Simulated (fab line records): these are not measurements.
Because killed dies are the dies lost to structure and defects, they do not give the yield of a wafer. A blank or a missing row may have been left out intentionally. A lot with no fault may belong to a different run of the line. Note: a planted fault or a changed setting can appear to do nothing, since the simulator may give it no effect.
8D (eight disciplines) problem report, filled in by code || flow n5Finfet || the parts of the form that need people (team, actions taken, sign-off) are left out

== 1. THE ISSUE ==
Mean of spinSpeedRpm at N5_BEOL_M7_COAT_59: 1393.9 rpm across 9 wafers in 3 lots; on wafers with no fault it is 1500.1 rpm (standard deviation 0.97). That is -99 or more standard deviations from the usual mean.
The step: time 60 s, resist thk 100 nm.
First seen on wafer L386.1, day 13 22:13, on lithoTrack-05. Wafers with a number at this step in the record: 33, from 11 lots. The rule behind "out" and "out of limits": a value lying over 4 standard deviations away from the usual mean. The other wafers with a number count as sound.

== 2. WHAT IT IS AND WHAT IT IS NOT ==
{"question": "which readings at this step", "is": "spinSpeedRpm", "is not": "dispensePressureKPa"}
{"question": "which lots", "is": "L386, L387, L389", "is not": "L367, L369, L373, L377, L378, L379, L384, L390"}
{"question": "which wafers of those lots", "is": "all that have a number", "is not": "-"}
{"question": "read on which tools", "is": "lithoTrack-05", "is not": "lithoTrack-03, lithoTrack-04"}
{"question": "when", "is": "from day 13 22:13", "is not": "up to then (21 sound wafers); but 3 sound wafers of L390 came after"}

== 3. SUSPECTS, AND WHAT RULES EACH OUT ==
Counting: any tool at a process step up to the reading is kept as a suspect provided that every lot that is out went through it and no sound lot did after the first of them.
- rieDiel-01 at N5_BEOL_M6_VIA_ETCH_34 (etches SiCOH lowk in C4F6/O2, target depth 126.3 nm, time 50.9 s): kept. All lots that are out passed through it, beginning with L386 at day 13 15:53, and no sound lot followed; its final sound lot before that point was L378 at day 11 17:22.
- pvdSputter-01 at N5_BEOL_M6_DEGAS_44 (time 60 s): ruled out as a lasting fault. The sound lots L390 went through it after L386, its earliest lot that is out (day 13 17:14).
- pvdSputter-02 at N5_BEOL_M7_HM_DEP_02 (deposits TiN, target thk 20 nm): ruled out as a lasting fault. The sound lots L390 went through it after L386, its earliest lot that is out (day 13 22:05).
- lithoTrack-05 at N5_BEOL_M7_COAT_59 (time 60 s, resist thk 100 nm): kept. All lots that are out passed through it, beginning with L386 at day 13 22:13, and no sound lot followed; its final sound lot before that point was L384 at day 13 12:59. Its own readings are out on those wafers: spinSpeedRpm.
Left after counting: rieDiel-01 at N5_BEOL_M6_VIA_ETCH_34, lithoTrack-05 at N5_BEOL_M7_COAT_59.

== 4. THE CAUSE (what the simulator had put in) ==
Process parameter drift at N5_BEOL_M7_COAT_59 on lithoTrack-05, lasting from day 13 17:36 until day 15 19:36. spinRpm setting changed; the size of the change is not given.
After counting, 2 suspects remain, this tool included.

== 5. SEQUENCE OF EFFECTS, ordered by route ==
Rows list readings where the struck wafers' mean (over those with a number) sits beyond 3 standard deviations from the usual. Only readings whose record carries a usual standard deviation are examined. hours: median over the lots of the time between each lot's start at the first step of this table that gives one and its start at this step. sigmas: the change, counted in usual standard deviations.
{"hours": 0, "step": "N5_BEOL_M7_COAT_59", "reading": "spinSpeedRpm", "usual": "1500.1 rpm", "on struck wafers": 1393.9, "change": -106.2, "sigmas": "-99 or more"}
Process steps it contains:
- N5_BEOL_M7_COAT_59: time 60 s, resist thk 100 nm.

== 6. HOW IT WOULD HAVE BEEN CAUGHT EARLIER ==
In this record the first reading out of limits was taken at day 13 22:13, 5 hours after the fault began at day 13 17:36.
